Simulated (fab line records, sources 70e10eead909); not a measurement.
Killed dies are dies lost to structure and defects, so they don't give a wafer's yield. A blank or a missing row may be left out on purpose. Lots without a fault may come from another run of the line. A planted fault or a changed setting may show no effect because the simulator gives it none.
Which tool did it? | flow nand_harc | 11 lots, 33 wafers sampled, at 5 steps of a route of 1302

WHAT THE GAUGES READ, wafer by wafer
NHARC_END_SORT_01. Usual: killed_at_array 52, standard deviation 18; killed_at_other 1.0, standard deviation 1.4; killed_at_periphery 3.1, standard deviation 2.3; killed_dies 56, standard deviation 17; killed_open 3.0, standard deviation 1.7; killed_short 2.5, standard deviation 1.7.
lot  | measured     | on        | killed_at_array | killed_at_other | killed_at_periphery | killed_dies | killed_open | killed_short | flag
L591 | day 24 15:41 | prober-02 | 93 78 93        | 0 0 0           | 2 1 584             | 95 79 677   | 8 0 1       | 2 1 3        | OFF
L593 | day 26 12:32 | prober-01 | 60 59 84        | 0 2 2           | 5 616 3             | 65 677 89   | 4 2 3       | 3 1 2        | OFF
L606 | day 30 16:15 | prober-01 | 41              | 0               | 3                   | 44          | 4           | 2            |

WHICH TOOL RAN EACH LOT (tool, then ch and the chambers of the sampled wafers, then the start)
lot  | NHARC_P_GATE_ETCH_114                         | NHARC_P_GATE_ETCH_32             | NHARC_P_GATE_STRIP_108             | NHARC_P_GATE_ETCHBACK_37
L589 | rie_diel-01 ch 0,1,3, day 5 00:44 or earlier  | rie_si-01 ch 0,2,3, day 5 00:44  | rie_diel-04 ch 0,1, day 5 00:51    | rie_diel-11 ch 0,1,3, day 5 11:06
L591 | rie_diel-04 ch 1,2, day 6 01:56 or earlier    | rie_si-04 ch 1,3, day 6 01:56    | rie_diel-01 ch 1,2,3, day 6 02:06  | rie_diel-11 ch 0,3, day 6 12:17
L593 | rie_diel-11 ch 0,2, day 6 15:23 or earlier    | rie_si-01 ch 2,3, day 6 15:23    | rie_diel-11 ch 0,1,2, day 6 15:32  | rie_diel-11 ch 0,2,3, day 7 01:37
L601 | rie_diel-11 ch 0,2,3, day 10 00:40 or earlier | rie_si-03 ch 0,2,3, day 10 00:40 | rie_diel-04 ch 0,1,2, day 10 00:49 | rie_diel-11 ch 0,1, day 10 11:05
L602 | rie_diel-11 ch 0,1,2, day 10 23:09 or earlier | rie_si-01 ch 0,1,2, day 10 23:09 | rie_diel-04 ch 0,2,3, day 10 23:19 | rie_diel-01 ch 0,1,2, day 11 09:28
L605 | rie_diel-04 ch 0,1,3, day 11 20:43 or earlier | rie_si-04 ch 2,3, day 11 20:43   | rie_diel-04 ch 0,1, day 11 20:53   | rie_diel-11 ch 1,2, day 12 07:02
L606 | rie_diel-04 ch 2,3, day 12 04:18 or earlier   | rie_si-01 ch 0,1,2, day 12 04:18 | rie_diel-04 ch 0,2,3, day 12 04:27 | rie_diel-01 ch 0,1, day 12 14:43
L607 | rie_diel-04 ch 1,3, day 12 12:12 or earlier   | rie_si-01 ch 0,1,3, day 12 12:12 | rie_diel-11 ch 1,2, day 12 12:21   | rie_diel-11 ch 0,1,2, day 12 22:34
L609 | rie_diel-01 ch 0,1,3, day 13 09:30 or earlier | rie_si-04 ch 0,1,2, day 13 09:30 | rie_diel-04 ch 0,2,3, day 13 09:40 | rie_diel-04 ch 0,1,2, day 13 19:43
L611 | rie_diel-04 ch 0,1,2, day 14 06:35 or earlier | rie_si-01 ch 0,2,3, day 14 06:35 | rie_diel-11 ch 1,2,3, day 14 06:47 | rie_diel-11 ch 0,1, day 14 16:55
L612 | rie_diel-04 ch 1,2, day 14 15:49 or earlier   | rie_si-01 ch 0,3, day 14 15:49   | rie_diel-04 ch 1,3, day 14 15:59   | rie_diel-11 ch 0,2, day 15 02:23
- NHARC_P_GATE_ETCH_114: etches the open film in CF4/O2, target depth 30 nm, overetch 3 nm, time 16.5 s.
- NHARC_P_GATE_ETCH_32: etches the open film in HBr/Cl2, target depth 150 nm, time 100.1 s.
- NHARC_P_GATE_STRIP_108: strips in O2.
- NHARC_P_GATE_ETCHBACK_37: etches the open film in CHF3/O2, target depth 34.5 nm, time 17.2 s.

WHAT THE TOOLS THEMSELVES READ (means of the sampled wafers that have a number; where no wafer has one, the mark that the record gives instead)
NHARC_P_GATE_ETCH_114. Usual: drypump_motor_current_A 5.7 A, standard deviation 0.41; oes_o_777_au 1.000 a.u., standard deviation 0.0046; oes_product_au 1.000 a.u., standard deviation 0.012; rf_vpp_V 198.1 V, standard deviation 1.4; showerhead_plenum_p_Torr 1.34 Torr, standard deviation 0.059; throttle_valve_pct 13.397 %, standard deviation 0.0093.
lot  | tool        | drypump_motor_current_A (A) | oes_o_777_au (a.u.) | oes_product_au (a.u.) | rf_vpp_V (V) | showerhead_plenum_p_Torr (Torr) | throttle_valve_pct (%) | flag
L589 | rie_diel-01 | 6.1                         | 1.006               | 1.005                 | 197.2        | 1.34                            | 13.391                 |
L591 | rie_diel-04 | 5.3                         | 1.003               | 1.003                 | 198.0        | 1.38                            | 13.397                 |
L593 | rie_diel-11 | 6.0                         | 1.003               | 1.001                 | 197.8        | 1.37                            | 13.395                 |
L601 | rie_diel-11 | 5.8                         | 0.999               | 0.995                 | 198.1        | 1.37                            | 13.399                 |
L602 | rie_diel-11 | 5.9                         | 0.998               | 1.011                 | 199.0        | 1.38                            | 13.401                 |
L605 | rie_diel-04 | 5.2                         | 0.999               | 0.997                 | 195.8        | 1.29                            | 13.397                 |
L606 | rie_diel-04 | 5.6                         | 1.004               | 0.994                 | 197.8        | 1.37                            | 13.394                 |
L607 | rie_diel-04 | 5.1                         | 1.004               | 0.973                 | 197.6        | 1.28                            | 13.395                 |
L609 | rie_diel-01 | 6.1                         | 0.997               | 0.996                 | 196.7        | 1.33                            | 13.401                 |
L611 | rie_diel-04 | 5.4                         | 0.997               | 1.002                 | 198.0        | 1.35                            | 13.392                 |
L612 | rie_diel-04 | 5.3                         | 0.999               | 0.995                 | 198.7        | 1.37                            | 13.400                 |

NHARC_P_GATE_ETCH_32. Usual: drypump_motor_current_A 5.5 A, standard deviation 0.44; he_backside_leak_sccm 2.7 sccm, standard deviation 0.33; oes_product_au 1.000 a.u., standard deviation 0.015; throttle_valve_pct 26.407 %, standard deviation 0.0092.
lot  | tool      | drypump_motor_current_A (A) | he_backside_leak_sccm (sccm) | oes_product_au (a.u.) | throttle_valve_pct (%) | flag
L589 | rie_si-01 | 5.8                         | 2.8                          | 0.997                 | 26.408                 |
L591 | rie_si-04 | 5.3                         | 2.7                          | 0.995                 | 26.408                 |
L593 | rie_si-01 | 6.2                         | 3.4                          | 1.004                 | 26.405                 |
L601 | rie_si-03 | 5.4                         | 2.7                          | 1.006                 | 26.412                 |
L602 | rie_si-01 | 5.8                         | 2.6                          | 0.995                 | 26.405                 |
L605 | rie_si-04 | 5.5                         | 2.6                          | 1.017                 | 26.413                 |
L606 | rie_si-01 | 5.8                         | 2.7                          | 0.991                 | 26.400                 |
L607 | rie_si-01 | 5.3                         | 2.8                          | 0.993                 | 26.409                 |
L609 | rie_si-04 | 5.4                         | 2.6                          | 0.998                 | 26.405                 |
L611 | rie_si-01 | 5.8                         | 2.9                          | 1.005                 | 26.408                 |
L612 | rie_si-01 | 5.5                         | 2.9                          | 0.991                 | 26.406                 |

NHARC_P_GATE_STRIP_108. Usual: drypump_motor_current_A 5.6 A, standard deviation 0.37; oes_product_au 1.000 a.u., standard deviation 0.012; rf_vpp_V 57.8 V, standard deviation 0.88; showerhead_plenum_p_Torr 3.57 Torr, standard deviation 0.15; throttle_valve_pct 17.038 %, standard deviation 0.0094.
lot  | tool        | drypump_motor_current_A (A) | oes_product_au (a.u.) | rf_vpp_V (V) | showerhead_plenum_p_Torr (Torr) | throttle_valve_pct (%) | flag
L589 | rie_diel-04 | 5.3                         | 1.004                 | 57.7         | 3.46                            | 17.044                 |
L591 | rie_diel-01 | 5.9                         | 0.996                 | 57.7         | 3.64                            | 17.031                 |
L593 | rie_diel-11 | 5.9                         | 1.003                 | 57.5         | 3.65                            | 17.042                 |
L601 | rie_diel-04 | 5.4                         | 0.997                 | 57.6         | 3.57                            | 17.040                 |
L602 | rie_diel-04 | 5.5                         | 0.994                 | 58.0         | 3.49                            | 17.048                 |
L605 | rie_diel-04 | 5.1                         | 1.000                 | 57.2         | 3.51                            | 17.032                 |
L606 | rie_diel-04 | 5.5                         | 1.002                 | 57.8         | 3.49                            | 17.040                 |
L607 | rie_diel-11 | 5.7                         | 1.026                 | 57.8         | 3.70                            | 17.039                 |
L609 | rie_diel-04 | 5.5                         | 0.998                 | 57.4         | 3.49                            | 17.030                 |
L611 | rie_diel-11 | 5.6                         | 1.010                 | 58.6         | 3.65                            | 17.032                 |
L612 | rie_diel-04 | 5.1                         | 0.997                 | 58.3         | 3.48                            | 17.041                 |

NHARC_P_GATE_ETCHBACK_37. Usual: drypump_motor_current_A 5.7 A, standard deviation 0.36; oes_product_au 0.95 a.u., standard deviation 0.035; rf_vpp_V 371.6 V, standard deviation 2.3; run_length_s 38.6 s, standard deviation 0.46; showerhead_plenum_p_Torr 2.45 Torr, standard deviation 0.095; throttle_valve_pct 20.573 %, standard deviation 0.0084.
lot  | tool        | drypump_motor_current_A (A) | oes_product_au (a.u.) | rf_vpp_V (V) | run_length_s (s) | showerhead_plenum_p_Torr (Torr) | throttle_valve_pct (%) | flag
L589 | rie_diel-11 | 5.7                         | 1.00                  | 373.3        | 38.7             | 2.50                            | 20.571                 |
L591 | rie_diel-11 | 5.6                         | 0.99                  | 372.5        | 42.6             | 2.47                            | 20.568                 | OFF
L593 | rie_diel-11 | 5.8                         | 0.93                  | 372.1        | 42.2             | 2.46                            | 20.570                 | OFF
L601 | rie_diel-11 | 5.9                         | 0.94                  | 373.2        | 39.0             | 2.49                            | 20.579                 |
L602 | rie_diel-01 | 6.0                         | 0.93                  | 370.8        | 38.4             | 2.45                            | 20.569                 |
L605 | rie_diel-11 | 5.8                         | 1.02                  | 373.3        | 38.6             | 2.48                            | 20.575                 |
L606 | rie_diel-01 | 6.1                         | 0.99                  | 371.3        | 38.7             | 2.44                            | 20.568                 |
L607 | rie_diel-11 | 5.9                         | 0.97                  | 371.8        | 39.0             | 2.48                            | 20.579                 |
L609 | rie_diel-04 | 5.4                         | 0.93                  | 371.5        | 38.6             | 2.43                            | 20.576                 |
L611 | rie_diel-11 | 5.8                         | 0.93                  | 373.2        | 39.0             | 2.52                            | 20.575                 |
L612 | rie_diel-11 | 6.0                         | 0.93                  | 371.7        | 38.7             | 2.45                            | 20.578                 |

THE ANSWER, worked out from the rows above alone
Rule: a lot is off if the mean of its wafers that have a number lies more than 3 standard deviations from the usual mean. A lot without any number at a reading at which 4 lots or more have one is off too. The other lots that the step has rows for count as sound. The gauges are gone through in route order, then the tools' own readings, and for those a lot's mean is taken as printed above. The first step at which some lot is off is used, and at that step the reading that is off furthest; a lot without a number counts as furthest.
Off: L591, L593, at NHARC_END_SORT_01 (killed_at_periphery). Neither off nor sound, because the step has no rows for them: L589, L601, L602, L605, L607, L609, L611, L612.
A tool fits if, at a process step before that reading, it ran every lot that is off, and no sound lot after the first of them. The gauges at NHARC_END_SORT_01 aren't tried: what is off there is off at NHARC_P_GATE_ETCHBACK_37 too, on other tools, and a gauge's error can't cause that. NHARC_P_GATE_ETCH_114 gives no start for some lots, so the hours and the order of its lots are those of NHARC_P_GATE_ETCH_32. One fits: rie_diel-11 at NHARC_P_GATE_ETCHBACK_37. It ran no sound lot before its first lot that is off in this sample, so the start can't be narrowed down.

WHAT THE SIMULATOR HAD PUT IN
Process parameter drift: rie_diel-11, from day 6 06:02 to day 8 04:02, at NHARC_P_GATE_ETCHBACK_37. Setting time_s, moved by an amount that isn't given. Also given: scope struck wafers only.
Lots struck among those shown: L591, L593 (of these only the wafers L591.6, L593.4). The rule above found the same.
